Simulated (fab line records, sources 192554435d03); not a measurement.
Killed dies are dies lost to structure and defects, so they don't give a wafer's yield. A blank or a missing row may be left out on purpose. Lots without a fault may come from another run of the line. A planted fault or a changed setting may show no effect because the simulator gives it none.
Which tool did it? | flow n5_finfet | 24 lots, 72 wafers sampled, at 6 steps of a route of 1938

WHAT THE GAUGES READ, wafer by wafer
N5_BEOL_M0_INSPECT_127: inspects for defects (darkfield).
lot  | measured     | on                | raw_defect_count
L074 | day 6 04:33  | defect_inspect-02 | 45 55 77
L075 | day 6 14:15  | defect_inspect-02 | 63 64 55
L076 | day 6 21:06  | defect_inspect-02 | 55 113 58
L077 | day 6 23:50  | defect_inspect-01 | 50 90 50
L078 | day 7 06:41  | defect_inspect-01 | 51 48 91
L079 | day 7 16:17  | defect_inspect-01 | 85 83 67
L080 | day 7 19:55  | defect_inspect-01 | 77 72 46
L081 | day 7 20:23  | defect_inspect-01 | 76 126 99
L082 | day 8 05:12  | defect_inspect-02 | 82 73 38
L083 | day 8 18:53  | defect_inspect-02 | 75 45 81
L084 | day 9 00:47  | defect_inspect-01 | 70 85 60
L086 | day 9 04:17  | defect_inspect-02 | 64 66 38
L085 | day 9 04:34  | defect_inspect-02 | 98 67 86
L088 | day 9 11:28  | defect_inspect-01 | 93 80 128
L087 | day 9 23:31  | defect_inspect-01 | 95 58 153
L090 | day 10 04:46 | defect_inspect-02 | 94 59 91
L089 | day 10 05:45 | defect_inspect-01 | 57 103 70
L091 | day 10 06:53 | defect_inspect-02 | 40 112 69
L092 | day 10 18:23 | defect_inspect-01 | 89 142 140
L093 | day 11 05:57 | defect_inspect-02 | 81 103 122
L094 | day 11 10:14 | defect_inspect-02 | 53 71 37
L095 | day 11 11:37 | defect_inspect-02 | 41 36 62
L096 | day 11 15:18 | defect_inspect-02 | 60 43 49
L097 | day 11 16:32 | defect_inspect-02 | 47 51 54

WHICH TOOL RAN EACH LOT (tool, then ch and the chambers of the sampled wafers, then the start)
lot  | N5_BEOL_M0_ANNEAL_117        | N5_BEOL_M0_ANNEAL_133        | N5_BEOL_M0_SPUTTER_134       | N5_BEOL_M0_ANNEAL_135        | N5_BEOL_M0_SPUTTER_141
L074 | pvd_sputter-03, day 6 03:08  | pvd_sputter-03, day 6 03:15  | pvd_sputter-03, day 6 03:17  | pvd_sputter-03, day 6 03:22  | pvd_sputter-03, day 6 03:25
L075 | pvd_sputter-02, day 6 12:50  | pvd_sputter-02, day 6 12:58  | pvd_sputter-02, day 6 13:00  | pvd_sputter-02, day 6 13:05  | pvd_sputter-02, day 6 13:07
L076 | pvd_sputter-02, day 6 19:45  | pvd_sputter-02, day 6 19:52  | pvd_sputter-02, day 6 19:55  | pvd_sputter-02, day 6 19:59  | pvd_sputter-02, day 6 20:02
L077 | pvd_sputter-01, day 6 22:21  | pvd_sputter-01, day 6 22:28  | pvd_sputter-01, day 6 22:31  | pvd_sputter-01, day 6 22:35  | pvd_sputter-01, day 6 22:38
L078 | pvd_sputter-01, day 7 04:55  | pvd_sputter-01, day 7 05:02  | pvd_sputter-01, day 7 05:05  | pvd_sputter-01, day 7 05:10  | pvd_sputter-01, day 7 05:12
L079 | pvd_sputter-02, day 7 14:47  | pvd_sputter-02, day 7 14:55  | pvd_sputter-02, day 7 14:57  | pvd_sputter-02, day 7 15:02  | pvd_sputter-02, day 7 15:04
L080 | pvd_sputter-01, day 7 18:34  | pvd_sputter-01, day 7 18:41  | pvd_sputter-01, day 7 18:44  | pvd_sputter-01, day 7 18:49  | pvd_sputter-01, day 7 18:51
L081 | pvd_sputter-01, day 7 19:01  | pvd_sputter-01, day 7 19:08  | pvd_sputter-01, day 7 19:10  | pvd_sputter-01, day 7 19:15  | pvd_sputter-01, day 7 19:17
L082 | pvd_sputter-02, day 8 03:46  | pvd_sputter-02, day 8 03:53  | pvd_sputter-02, day 8 03:55  | pvd_sputter-02, day 8 04:00  | pvd_sputter-02, day 8 04:02
L083 | pvd_sputter-03, day 8 17:32  | pvd_sputter-03, day 8 17:39  | pvd_sputter-03, day 8 17:41  | pvd_sputter-03, day 8 17:46  | pvd_sputter-03, day 8 17:49
L084 | pvd_sputter-01, day 8 23:25  | pvd_sputter-01, day 8 23:32  | pvd_sputter-01, day 8 23:35  | pvd_sputter-01, day 8 23:40  | pvd_sputter-01, day 8 23:42
L086 | pvd_sputter-01, day 9 02:48  | pvd_sputter-01, day 9 02:55  | pvd_sputter-01, day 9 02:58  | pvd_sputter-01, day 9 03:02  | pvd_sputter-01, day 9 03:05
L085 | pvd_sputter-03, day 9 03:07  | pvd_sputter-03, day 9 03:14  | pvd_sputter-03, day 9 03:16  | pvd_sputter-03, day 9 03:21  | pvd_sputter-03, day 9 03:23
L088 | pvd_sputter-02, day 9 10:05  | pvd_sputter-02, day 9 10:13  | pvd_sputter-02, day 9 10:15  | pvd_sputter-02, day 9 10:20  | pvd_sputter-02, day 9 10:22
L087 | pvd_sputter-03, day 9 22:08  | pvd_sputter-03, day 9 22:16  | pvd_sputter-03, day 9 22:18  | pvd_sputter-03, day 9 22:23  | pvd_sputter-03, day 9 22:25
L090 | pvd_sputter-02, day 10 03:24 | pvd_sputter-02, day 10 03:31 | pvd_sputter-02, day 10 03:34 | pvd_sputter-02, day 10 03:38 | pvd_sputter-02, day 10 03:41
L089 | pvd_sputter-03, day 10 04:14 | pvd_sputter-03, day 10 04:21 | pvd_sputter-03, day 10 04:23 | pvd_sputter-03, day 10 04:28 | pvd_sputter-03, day 10 04:31
L091 | pvd_sputter-03, day 10 05:29 | pvd_sputter-03, day 10 05:37 | pvd_sputter-03, day 10 05:39 | pvd_sputter-03, day 10 05:44 | pvd_sputter-03, day 10 05:46
L092 | pvd_sputter-01, day 10 16:52 | pvd_sputter-01, day 10 16:59 | pvd_sputter-01, day 10 17:02 | pvd_sputter-01, day 10 17:07 | pvd_sputter-01, day 10 17:09
L093 | pvd_sputter-03, day 11 02:26 | pvd_sputter-03, day 11 02:33 | pvd_sputter-03, day 11 02:35 | pvd_sputter-03, day 11 02:40 | pvd_sputter-03, day 11 02:43
L094 | pvd_sputter-01, day 11 08:16 | pvd_sputter-01, day 11 08:23 | pvd_sputter-01, day 11 08:26 | pvd_sputter-01, day 11 08:31 | pvd_sputter-01, day 11 08:33
L095 | pvd_sputter-02, day 11 09:51 | pvd_sputter-02, day 11 09:58 | pvd_sputter-02, day 11 10:01 | pvd_sputter-02, day 11 10:05 | pvd_sputter-02, day 11 10:08
L096 | pvd_sputter-02, day 11 13:56 | pvd_sputter-02, day 11 14:03 | pvd_sputter-02, day 11 14:05 | pvd_sputter-02, day 11 14:10 | pvd_sputter-02, day 11 14:13
L097 | pvd_sputter-01, day 11 15:00 | pvd_sputter-01, day 11 15:07 | pvd_sputter-01, day 11 15:10 | pvd_sputter-01, day 11 15:14 | pvd_sputter-01, day 11 15:17
- N5_BEOL_M0_ANNEAL_117: time 60 s.
- N5_BEOL_M0_ANNEAL_133: time 60 s.
- N5_BEOL_M0_SPUTTER_134: material Cu, target thk 4 nm, time 7.37 s.
- N5_BEOL_M0_ANNEAL_135: time 60 s.
- N5_BEOL_M0_SPUTTER_141: material Cu, target thk 4 nm, time 7.37 s.

WHAT THE TOOLS THEMSELVES READ (means of the sampled wafers that have a number; where no wafer has one, the mark that the record gives instead)
N5_BEOL_M0_ANNEAL_117.
lot  | tool           | heater_power_w (W)
L074 | pvd_sputter-03 | 830
L075 | pvd_sputter-02 | 770
L076 | pvd_sputter-02 | 828
L077 | pvd_sputter-01 | 803
L078 | pvd_sputter-01 | 804
L079 | pvd_sputter-02 | 871
L080 | pvd_sputter-01 | 799
L081 | pvd_sputter-01 | 836
L082 | pvd_sputter-02 | 819
L083 | pvd_sputter-03 | 824
L084 | pvd_sputter-01 | 832
L086 | pvd_sputter-01 | 808
L085 | pvd_sputter-03 | 778
L088 | pvd_sputter-02 | 929
L087 | pvd_sputter-03 | 773
L090 | pvd_sputter-02 | 820
L089 | pvd_sputter-03 | 777
L091 | pvd_sputter-03 | 820
L092 | pvd_sputter-01 | 794
L093 | pvd_sputter-03 | 872
L094 | pvd_sputter-01 | 795
L095 | pvd_sputter-02 | 882
L096 | pvd_sputter-02 | 878
L097 | pvd_sputter-01 | 806

N5_BEOL_M0_ANNEAL_133.
lot  | tool           | heater_power_w (W)
L074 | pvd_sputter-03 | 829
L075 | pvd_sputter-02 | 785
L076 | pvd_sputter-02 | 816
L077 | pvd_sputter-01 | 808
L078 | pvd_sputter-01 | 821
L079 | pvd_sputter-02 | 872
L080 | pvd_sputter-01 | 794
L081 | pvd_sputter-01 | 833
L082 | pvd_sputter-02 | 817
L083 | pvd_sputter-03 | 814
L084 | pvd_sputter-01 | 826
L086 | pvd_sputter-01 | 806
L085 | pvd_sputter-03 | 772
L088 | pvd_sputter-02 | 945
L087 | pvd_sputter-03 | 782
L090 | pvd_sputter-02 | 830
L089 | pvd_sputter-03 | 764
L091 | pvd_sputter-03 | 818
L092 | pvd_sputter-01 | 798
L093 | pvd_sputter-03 | 869
L094 | pvd_sputter-01 | 779
L095 | pvd_sputter-02 | 862
L096 | pvd_sputter-02 | 877
L097 | pvd_sputter-01 | 790

N5_BEOL_M0_SPUTTER_134.
lot  | tool           | chuck_gas_flow_sccm (sccm) | throttle_valve_pct (%)
L074 | pvd_sputter-03 | 1.23                       | 30.1
L075 | pvd_sputter-02 | 1.28                       | 31.4
L076 | pvd_sputter-02 | 1.25                       | 31.0
L077 | pvd_sputter-01 | 1.27                       | 30.5
L078 | pvd_sputter-01 | 1.28                       | 29.7
L079 | pvd_sputter-02 | 1.32                       | 30.4
L080 | pvd_sputter-01 | 1.29                       | 30.7
L081 | pvd_sputter-01 | 1.26                       | 30.5
L082 | pvd_sputter-02 | 1.24                       | 30.9
L083 | pvd_sputter-03 | 1.30                       | 29.0
L084 | pvd_sputter-01 | 1.26                       | 28.8
L086 | pvd_sputter-01 | 1.24                       | 29.5
L085 | pvd_sputter-03 | 1.25                       | 29.2
L088 | pvd_sputter-02 | 1.27                       | 30.4
L087 | pvd_sputter-03 | 1.22                       | 29.5
L090 | pvd_sputter-02 | 1.31                       | 31.0
L089 | pvd_sputter-03 | 1.24                       | 29.5
L091 | pvd_sputter-03 | 1.31                       | 29.6
L092 | pvd_sputter-01 | 1.26                       | 29.5
L093 | pvd_sputter-03 | 1.26                       | 28.7
L094 | pvd_sputter-01 | 1.22                       | 29.8
L095 | pvd_sputter-02 | 1.26                       | 30.6
L096 | pvd_sputter-02 | 1.26                       | 30.6
L097 | pvd_sputter-01 | 1.26                       | 29.6

N5_BEOL_M0_ANNEAL_135.
lot  | tool           | heater_power_w (W)
L074 | pvd_sputter-03 | 828
L075 | pvd_sputter-02 | 800
L076 | pvd_sputter-02 | 815
L077 | pvd_sputter-01 | 798
L078 | pvd_sputter-01 | 804
L079 | pvd_sputter-02 | 874
L080 | pvd_sputter-01 | 799
L081 | pvd_sputter-01 | 834
L082 | pvd_sputter-02 | 809
L083 | pvd_sputter-03 | 811
L084 | pvd_sputter-01 | 827
L086 | pvd_sputter-01 | 808
L085 | pvd_sputter-03 | 780
L088 | pvd_sputter-02 | 936
L087 | pvd_sputter-03 | 776
L090 | pvd_sputter-02 | 807
L089 | pvd_sputter-03 | 781
L091 | pvd_sputter-03 | 825
L092 | pvd_sputter-01 | 792
L093 | pvd_sputter-03 | 875
L094 | pvd_sputter-01 | 784
L095 | pvd_sputter-02 | 877
L096 | pvd_sputter-02 | 866
L097 | pvd_sputter-01 | 790

N5_BEOL_M0_SPUTTER_141.
lot  | tool           | chuck_gas_flow_sccm (sccm) | throttle_valve_pct (%)
L074 | pvd_sputter-03 | 1.24                       | 30.2
L075 | pvd_sputter-02 | 1.30                       | 31.2
L076 | pvd_sputter-02 | 1.26                       | 31.0
L077 | pvd_sputter-01 | 1.26                       | 30.5
L078 | pvd_sputter-01 | 1.25                       | 29.8
L079 | pvd_sputter-02 | 1.26                       | 30.7
L080 | pvd_sputter-01 | 1.28                       | 30.7
L081 | pvd_sputter-01 | 1.26                       | 30.5
L082 | pvd_sputter-02 | 1.21                       | 30.9
L083 | pvd_sputter-03 | 1.26                       | 29.0
L084 | pvd_sputter-01 | 1.30                       | 28.8
L086 | pvd_sputter-01 | 1.27                       | 29.3
L085 | pvd_sputter-03 | 1.24                       | 29.0
L088 | pvd_sputter-02 | 1.18                       | 30.2
L087 | pvd_sputter-03 | 1.24                       | 29.6
L090 | pvd_sputter-02 | 1.27                       | 30.7
L089 | pvd_sputter-03 | 1.27                       | 29.6
L091 | pvd_sputter-03 | 1.28                       | 29.7
L092 | pvd_sputter-01 | 1.25                       | 29.6
L093 | pvd_sputter-03 | 1.30                       | 28.7
L094 | pvd_sputter-01 | 1.24                       | 29.8
L095 | pvd_sputter-02 | 1.33                       | 30.6
L096 | pvd_sputter-02 | 1.23                       | 30.6
L097 | pvd_sputter-01 | 1.26                       | 29.6

THE ANSWER, worked out from the rows above alone
Rule: what is usual is taken from the lots themselves. Put in order of their means at a reading, lots are off if they are a third of the lots or fewer, leave a main group of 4 or more, and stand apart from it by a gap of 3 or more times the standard deviation of the main group's means; of several such gaps the widest counts. A main group whose means are all the same, to the digits that the tables above print for the reading, isn't used. A lot without any number at a reading at which 4 lots or more have one is off too. The other lots that the step has rows for count as sound. The gauges are gone through in route order, then the tools' own readings, and for those a lot's mean is taken as printed above. The first step at which some lot is off is used, and at that step the reading that is off furthest; a lot without a number counts as furthest.
No lot is off at any reading shown: from this, nothing can be told.

WHAT THE SIMULATOR HAD PUT IN
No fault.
